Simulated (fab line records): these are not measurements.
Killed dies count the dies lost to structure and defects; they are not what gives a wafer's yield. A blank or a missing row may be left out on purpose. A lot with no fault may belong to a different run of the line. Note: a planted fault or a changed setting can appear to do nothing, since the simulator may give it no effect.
Chamber matching	flow nand_harc	cmp-01 running NHARC_P_M0_CMP_23: 4 sister chambers
The step polishes, t overpolish 20 s, target thk 117.53 nm. 16 wafers are shown with their chamber, then 8 later ones without.

WAFERS WITH THEIR CHAMBER
wafer	chamber	motor_current_A (A)	time_to_endpoint_s (s)	edge_zone_pressure_frac
L081.1	0	14.5	25.1	0.993
L081.2	2	12.7	24.2	0.998
L081.4	3	10.7	28.1	1.007
L084.1	1	11.8	26.1	1.003
L084.2	2	12.2	25.8	1.005
L084.4	0	14.1	25.4	1.003
L087.1	3	11.3	29.0	1.005
L087.5	0	13.9	24.4	1.004
L087.6	1	12.4	26.2	1.007
L086.1	0	14.7	27.6	0.989
L086.3	3	11.0	29.6	0.990
L086.6	0	13.8	25.9	0.997
L089.4	3	11.4	34.0	1.001
L089.5	0	14.3	25.6	1.006
L089.6	3	10.6	27.4	0.998
L090.1	0	13.2	24.1	0.997

SIGNATURES (means of the wafers above)
reading	chamber 0	chamber 1	chamber 2	chamber 3	scatter within a chamber
motor_current_A	14.071	12.100	12.450	11.000	0.438
time_to_endpoint_s	25.443	26.150	25.000	29.620	1.73
edge_zone_pressure_frac	0.99843	1.00500	1.00150	1.00020	0.00608
Rule: a wafer lies at a distance from a chamber equal to the root of the sum of squares, over the readings, of (its reading less the chamber's mean, divided by the reading's scatter). If the next closest chamber is less than 2 further off than the closest, the wafer can't be placed; otherwise it belongs to the closest. The scatter: the root of (the sum of the squares of (reading less its chamber's mean) over the shown wafers, divided by (wafers less chambers)).

WAFERS WHOSE CHAMBER IS MISSING
wafer	motor_current_A (A)	time_to_endpoint_s (s)	edge_zone_pressure_frac
L090.4	11.5	28.2	1.001
L090.5	11.2	27.1	0.999
L095.3	11.6	26.1	0.999
L095.4	14.3	26.0	0.996
L095.6	11.5	23.9	0.993
L096.1	11.7	26.8	0.992
L096.2	11.1	29.2	0.995
L096.6	12.6	26.6	1.004

EACH ONE'S CHAMBER
wafer	from the rows above	in truth
L090.4	can't be placed: 3 or 1 or 2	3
L090.5	can't be placed: 3 or 1 or 2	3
L095.3	can't be placed: 1 or 2 or 3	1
L095.4	0	0
L095.6	can't be placed: 2 or 1 or 3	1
L096.1	can't be placed: 1 or 2 or 3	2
L096.2	3	3
L096.6	can't be placed: 2 or 1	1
Correctly placed: 2 of 8. These rows do not allow placing 6 (true chamber among the candidates in 6). Number placed wrongly: 0.
